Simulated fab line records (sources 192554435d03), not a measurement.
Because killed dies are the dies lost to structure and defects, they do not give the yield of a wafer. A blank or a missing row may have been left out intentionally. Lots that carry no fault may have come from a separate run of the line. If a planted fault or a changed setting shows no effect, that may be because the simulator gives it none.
Split-lot study / flow n5_finfet / 7 lots, 39 wafers read, on a route of 1938 steps

THE SPLIT
At N5_BEOL_M7_CVD_78 (deposits Co from CCTBA/H2, target thk 2 nm, time 142.3 s), the setting target_thk_a was moved away from the recipe's 20 angstrom on 15 of the 39 wafers read, by -47.0% to +46.8%. This setting was run at the recipe's value on the other wafers.

The reading is taken at the split's own step.

THE READING
Co_of_BEOL_M7_CVD_78.thk_nm (the simulator's own value, which no gauge read), in nm, at N5_BEOL_M7_CVD_78 (deposits Co from CCTBA/H2, target thk 2 nm, time 142.3 s). No usual value for it is given in the file. The 24 wafers here that ran the recipe average 2.0 nm, standard deviation 0.14 nm.

wafer=L078.1; tool, chamber at the split=cvd_co-02, 1; target_thk_a as run, angstrom=20; against the recipe=recipe; Co_of_BEOL_M7_CVD_78.thk_nm, nm=2; against lot-mates on the recipe=-
wafer=L078.2; tool, chamber at the split=cvd_co-02, 0,2; target_thk_a as run, angstrom=20; against the recipe=recipe; Co_of_BEOL_M7_CVD_78.thk_nm, nm=2.2; against lot-mates on the recipe=-
wafer=L078.3; tool, chamber at the split=cvd_co-02, 0,2; target_thk_a as run, angstrom=20; against the recipe=recipe; Co_of_BEOL_M7_CVD_78.thk_nm, nm=2.2; against lot-mates on the recipe=-
wafer=L078.4; tool, chamber at the split=cvd_co-02, 2,0; target_thk_a as run, angstrom=16.76; against the recipe=-16.2%; Co_of_BEOL_M7_CVD_78.thk_nm, nm=1.8; against lot-mates on the recipe=-0.3
wafer=L078.5; tool, chamber at the split=cvd_co-02, 2,0; target_thk_a as run, angstrom=16.76; against the recipe=-16.2%; Co_of_BEOL_M7_CVD_78.thk_nm, nm=1.8; against lot-mates on the recipe=-0.3
wafer=L078.6; tool, chamber at the split=cvd_co-02, 1; target_thk_a as run, angstrom=16.76; against the recipe=-16.2%; Co_of_BEOL_M7_CVD_78.thk_nm, nm=2; against lot-mates on the recipe=-0.1
wafer=L084.1; tool, chamber at the split=cvd_co-01, 0; target_thk_a as run, angstrom=20; against the recipe=recipe; Co_of_BEOL_M7_CVD_78.thk_nm, nm=1.8; against lot-mates on the recipe=-
wafer=L084.2; tool, chamber at the split=cvd_co-01, 2,1; target_thk_a as run, angstrom=20; against the recipe=recipe; Co_of_BEOL_M7_CVD_78.thk_nm, nm=2; against lot-mates on the recipe=-
wafer=L084.3; tool, chamber at the split=cvd_co-01, 2,1; target_thk_a as run, angstrom=20; against the recipe=recipe; Co_of_BEOL_M7_CVD_78.thk_nm, nm=2; against lot-mates on the recipe=-
wafer=L092.1; tool, chamber at the split=cvd_co-02, 0,1,2; target_thk_a as run, angstrom=20; against the recipe=recipe; Co_of_BEOL_M7_CVD_78.thk_nm, nm=2; against lot-mates on the recipe=-
wafer=L092.2; tool, chamber at the split=cvd_co-02, 0,1,2; target_thk_a as run, angstrom=20; against the recipe=recipe; Co_of_BEOL_M7_CVD_78.thk_nm, nm=2; against lot-mates on the recipe=-
wafer=L092.3; tool, chamber at the split=cvd_co-02, 0,1,2; target_thk_a as run, angstrom=20; against the recipe=recipe; Co_of_BEOL_M7_CVD_78.thk_nm, nm=2; against lot-mates on the recipe=-
wafer=L092.4; tool, chamber at the split=cvd_co-02, 0,1,0; target_thk_a as run, angstrom=10.61; against the recipe=-47.0%; Co_of_BEOL_M7_CVD_78.thk_nm, nm=1.2; against lot-mates on the recipe=-0.8
wafer=L092.5; tool, chamber at the split=cvd_co-02, 0,1,0; target_thk_a as run, angstrom=10.61; against the recipe=-47.0%; Co_of_BEOL_M7_CVD_78.thk_nm, nm=1.2; against lot-mates on the recipe=-0.8
wafer=L092.6; tool, chamber at the split=cvd_co-02, 0,1,0; target_thk_a as run, angstrom=10.61; against the recipe=-47.0%; Co_of_BEOL_M7_CVD_78.thk_nm, nm=1.2; against lot-mates on the recipe=-0.8
wafer=L089.1; tool, chamber at the split=cvd_co-01, 0,1,0; target_thk_a as run, angstrom=23.71; against the recipe=+18.6%; Co_of_BEOL_M7_CVD_78.thk_nm, nm=2.4; against lot-mates on the recipe=+0.3
wafer=L089.2; tool, chamber at the split=cvd_co-01, 0,1,0; target_thk_a as run, angstrom=23.71; against the recipe=+18.6%; Co_of_BEOL_M7_CVD_78.thk_nm, nm=2.4; against lot-mates on the recipe=+0.3
wafer=L089.6; tool, chamber at the split=cvd_co-01, 0,1,0; target_thk_a as run, angstrom=23.71; against the recipe=+18.6%; Co_of_BEOL_M7_CVD_78.thk_nm, nm=2.4; against lot-mates on the recipe=+0.3
wafer=L089.3; tool, chamber at the split=cvd_co-01, 2; target_thk_a as run, angstrom=20; against the recipe=recipe; Co_of_BEOL_M7_CVD_78.thk_nm, nm=2.2; against lot-mates on the recipe=-
wafer=L089.4; tool, chamber at the split=cvd_co-01, 2,1; target_thk_a as run, angstrom=20; against the recipe=recipe; Co_of_BEOL_M7_CVD_78.thk_nm, nm=2; against lot-mates on the recipe=-
wafer=L089.5; tool, chamber at the split=cvd_co-01, 2,1; target_thk_a as run, angstrom=20; against the recipe=recipe; Co_of_BEOL_M7_CVD_78.thk_nm, nm=2; against lot-mates on the recipe=-
wafer=L093.1; tool, chamber at the split=cvd_co-02, 1,2,2,1; target_thk_a as run, angstrom=20; against the recipe=recipe; Co_of_BEOL_M7_CVD_78.thk_nm, nm=1.8; against lot-mates on the recipe=-
wafer=L093.2; tool, chamber at the split=cvd_co-02, 1,2,2,1; target_thk_a as run, angstrom=20; against the recipe=recipe; Co_of_BEOL_M7_CVD_78.thk_nm, nm=1.8; against lot-mates on the recipe=-
wafer=L093.5; tool, chamber at the split=cvd_co-02, 1,2,2,1; target_thk_a as run, angstrom=20; against the recipe=recipe; Co_of_BEOL_M7_CVD_78.thk_nm, nm=1.8; against lot-mates on the recipe=-
wafer=L093.6; tool, chamber at the split=cvd_co-02, 1,2,2,1; target_thk_a as run, angstrom=20; against the recipe=recipe; Co_of_BEOL_M7_CVD_78.thk_nm, nm=1.8; against lot-mates on the recipe=-
wafer=L093.3; tool, chamber at the split=cvd_co-02, 0; target_thk_a as run, angstrom=20; against the recipe=recipe; Co_of_BEOL_M7_CVD_78.thk_nm, nm=2; against lot-mates on the recipe=-
wafer=L093.4; tool, chamber at the split=cvd_co-02, 0; target_thk_a as run, angstrom=20; against the recipe=recipe; Co_of_BEOL_M7_CVD_78.thk_nm, nm=2; against lot-mates on the recipe=-
wafer=L095.1; tool, chamber at the split=cvd_co-02, 2; target_thk_a as run, angstrom=20; against the recipe=recipe; Co_of_BEOL_M7_CVD_78.thk_nm, nm=1.6; against lot-mates on the recipe=-
wafer=L095.2; tool, chamber at the split=cvd_co-02, 1; target_thk_a as run, angstrom=20; against the recipe=recipe; Co_of_BEOL_M7_CVD_78.thk_nm, nm=2; against lot-mates on the recipe=-
wafer=L095.3; tool, chamber at the split=cvd_co-02, 0,0,1; target_thk_a as run, angstrom=29.36; against the recipe=+46.8%; Co_of_BEOL_M7_CVD_78.thk_nm, nm=2.8; against lot-mates on the recipe=+1.0
wafer=L095.4; tool, chamber at the split=cvd_co-02, 0,0,1; target_thk_a as run, angstrom=29.36; against the recipe=+46.8%; Co_of_BEOL_M7_CVD_78.thk_nm, nm=2.8; against lot-mates on the recipe=+1.0
wafer=L095.5; tool, chamber at the split=cvd_co-02, 0,0,1; target_thk_a as run, angstrom=29.36; against the recipe=+46.8%; Co_of_BEOL_M7_CVD_78.thk_nm, nm=2.8; against lot-mates on the recipe=+1.0
wafer=L095.6; tool, chamber at the split=cvd_co-02, 2; target_thk_a as run, angstrom=20; against the recipe=recipe; Co_of_BEOL_M7_CVD_78.thk_nm, nm=1.8; against lot-mates on the recipe=-
wafer=L094.1; tool, chamber at the split=cvd_co-01, 2,0,2; target_thk_a as run, angstrom=20; against the recipe=recipe; Co_of_BEOL_M7_CVD_78.thk_nm, nm=2; against lot-mates on the recipe=-
wafer=L094.4; tool, chamber at the split=cvd_co-01, 2,0,2; target_thk_a as run, angstrom=20; against the recipe=recipe; Co_of_BEOL_M7_CVD_78.thk_nm, nm=2; against lot-mates on the recipe=-
wafer=L094.5; tool, chamber at the split=cvd_co-01, 2,0,2; target_thk_a as run, angstrom=20; against the recipe=recipe; Co_of_BEOL_M7_CVD_78.thk_nm, nm=2; against lot-mates on the recipe=-
wafer=L094.2; tool, chamber at the split=cvd_co-01, 1; target_thk_a as run, angstrom=23.24; against the recipe=+16.2%; Co_of_BEOL_M7_CVD_78.thk_nm, nm=2.4; against lot-mates on the recipe=+0.4
wafer=L094.6; tool, chamber at the split=cvd_co-01, 1; target_thk_a as run, angstrom=23.24; against the recipe=+16.2%; Co_of_BEOL_M7_CVD_78.thk_nm, nm=2.4; against lot-mates on the recipe=+0.4
wafer=L094.3; tool, chamber at the split=cvd_co-01, 0; target_thk_a as run, angstrom=23.24; against the recipe=+16.2%; Co_of_BEOL_M7_CVD_78.thk_nm, nm=2.2; against lot-mates on the recipe=+0.2
If several chambers appear in one row, that row covers several wafers at once and the file leaves open which wafer was in which chamber.

FIT RESULTS
A straight line over all 39 wafers: Co_of_BEOL_M7_CVD_78.thk_nm changes by +0.0171 nm for each +1% of target_thk_a; r = +0.93; the points scatter about the line by 0.13 nm.
The same after taking each lot's own level away (the mean of its wafers on the recipe; 39 wafers): +0.019 nm for each +1%; r = +0.97; scatter 0.093 nm.
That fit puts the effect of the largest move of target_thk_a on the reading at 0.89 nm.
The lots' own levels span 1.80 to 2.13 nm, that is 2.4 times the standard deviation above.
The two slopes are in agreement: the lot-to-lot level therefore moves the slope only a little.
Check: -0.887 nm against its lot-mates is what the line predicts for one of the wafers moved furthest among these (-47.0%) when that wafer is left out of the fit. Against them it came out at -0.8 nm.

OTHER SPLITS ON THESE WAFERS
Before the reading, these wafers also passed through other splits. Each is held against what the fit with the lots' levels taken away leaves over:
other split on the same wafers=N5_FIN_SAQP_SPACER1_ALD_24 ald_cycles; wafers away from the commonest value=15; r with Co_of_BEOL_M7_CVD_78.thk_nm (lot level and that fit taken away)=+0.21
other split on the same wafers=N5_DUMMY_GATE_ALD_02 target_thk_a; wafers away from the commonest value=15; r with Co_of_BEOL_M7_CVD_78.thk_nm (lot level and that fit taken away)=+0.18
other split on the same wafers=N5_SDB_ALD_29 ald_cycles; wafers away from the commonest value=15; r with Co_of_BEOL_M7_CVD_78.thk_nm (lot level and that fit taken away)=+0.00
other split on the same wafers=N5_BEOL_M0_SAQP_CUT_ETCH_46 time_s; wafers away from the commonest value=9; r with Co_of_BEOL_M7_CVD_78.thk_nm (lot level and that fit taken away)=+0.05
other split on the same wafers=N5_BEOL_M2_DESCUM_33 time_s; wafers away from the commonest value=9; r with Co_of_BEOL_M7_CVD_78.thk_nm (lot level and that fit taken away)=+0.27

THE FILE'S OWN FIT
Co_of_BEOL_M7_CVD_78.thk_nm changes by +0.019 nm for each +1% of target_thk_a, r = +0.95.
